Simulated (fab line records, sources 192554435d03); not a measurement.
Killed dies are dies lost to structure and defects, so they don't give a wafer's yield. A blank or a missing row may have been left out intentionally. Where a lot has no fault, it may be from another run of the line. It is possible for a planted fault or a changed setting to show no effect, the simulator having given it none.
8D (eight disciplines) problem report, filled in by code :: flow n5-finfet :: the parts of the form that need people (team, actions taken, sign-off) are left out
Where a reading is given only as a bound, like >300, the bound stands for it, and a mean or a difference that rests on one is marked > or <: the true number lies beyond.

1. THE ISSUE
raw-defect-count at N5_PASSIVATION_INSPECT_67 reads a mean of >300 on 6 wafers of 2 lots; wafers without a fault read 2.0 with a standard deviation of 1.5. That is +99 or more standard deviations from the usual mean.
The step: inspects for defects (macro).
First observed at day 14 07:15: wafer L965.2, on defect-inspect-01. Wafers with a number at this step in the record: 33, from 11 lots. Rule for "out", or "out of limits": more than 4 standard deviations from the usual mean. All remaining wafers that have a number are taken as sound.

2. WHAT IT IS, WHAT IT ISN'T
question: which readings at this step
is: raw-defect-count
is not: -

question: which lots
is: L965, L968
is not: L958, L959, L963, L964, L975, L976, L977, L980, L981

question: which wafers of those lots
is: all that have a number
is not: -

question: read on which gauges
is: defect-inspect-01
is not: defect-inspect-02

question: when
is: from day 14 07:15
is not: up to then (6 sound wafers); but 21 sound wafers of L963, L964, L975, L976, L977, L980, L981 came after

3. SUSPECTS, AND WHAT RULES EACH OUT
Counting: a tool at a process step up to the reading stays a suspect if it ran every lot that is out and no sound lot after the first of them.
- ruled out: the gauge at N5_PASSIVATION_INSPECT_67. All the wafers that are out were read on defect-inspect-01, but those of them that N5_PASSIVATION_PROBE_49 has rows for are out there too, on other tools.
- pvd-sputter-03 at N5_MIM_TOP_SPUTTER_03 (material TiN, target thk 35 nm, time 89.7 s): ruled out as a lasting fault. Sound lots L980, L981 ran on it after its first lot that is out, L965 (day 14 01:06).
- pecvd-03 at N5_PASSIVATION_PECVD_53 (deposits SiO2 from TEOS/O2, target thk 800 nm, time 169.4 s): kept. All lots that are out passed through it, beginning with L965 at day 14 06:39, and no sound lot followed; its final sound lot before that point was L959 at day 13 07:25.
Left after counting: pecvd-03 at N5_PASSIVATION_PECVD_53.

4. THE CAUSE (what the simulator had put in)
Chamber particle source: pecvd-03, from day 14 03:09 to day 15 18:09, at N5_PASSIVATION_PECVD_53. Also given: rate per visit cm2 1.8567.
This tool alone remained once counting was done.

5. THE CHAIN OF EFFECTS, in route order
Each row: a reading where the mean over the struck wafers with a number is more than 3 standard deviations away from the usual. Readings are gone through only where the record gives a usual standard deviation; hours: the median, over the lots, of the time from a lot's start at the first step in this table giving one to that lot's start at this step; sigmas: the change measured in usual standard deviations.
hours: 0
step: N5_PASSIVATION_INSPECT_67
reading: raw-defect-count
usual: 2.0
on struck wafers: >300
change: >+298
sigmas: +99 or more

hours: 4
step: N5_PASSIVATION_PROBE_49
reading: defect-limited-yield
usual: 91.2 %
on struck wafers: 83.6
change: -7.6
sigmas: -5.1

hours: 4
step: N5_PASSIVATION_PROBE_49
reading: killed-at-other
usual: 4
on struck wafers: 95
change: +91
sigmas: +30

hours: 4
step: N5_PASSIVATION_PROBE_49
reading: killed-dies
usual: 104
on struck wafers: 194
change: +90
sigmas: +5.3

hours: 4
step: N5_PASSIVATION_PROBE_49
reading: killed-on-rim
usual: 14
on struck wafers: 32
change: +18
sigmas: +4.1

hours: 4
step: N5_PASSIVATION_PROBE_49
reading: sort_bin_5_function
usual: 5.2 %
on struck wafers: 9.4
change: +4.2
sigmas: +4.4

hours: 4
step: N5_PASSIVATION_PROBE_49
reading: sort-n-pass
usual: 1076
on struck wafers: 986
change: -90
sigmas: -5.3

hours: 4
step: N5_PASSIVATION_PROBE_49
reading: sort-yield-pct
usual: 91.2 %
on struck wafers: 83.6
change: -7.6
sigmas: -5.1
It contains these process steps:
- N5_PASSIVATION_PROBE_49

6. WHAT WOULD HAVE CAUGHT IT SOONER
In this record the first reading out of limits at a measuring or inspecting step was taken at day 14 07:15, 4 hours after the fault began at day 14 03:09.
Among the 2 lots that are out, L968 began N5_PASSIVATION_PECVD_53 on pecvd-03 after day 14 07:15. A hold on the tool at that time would have spared it.
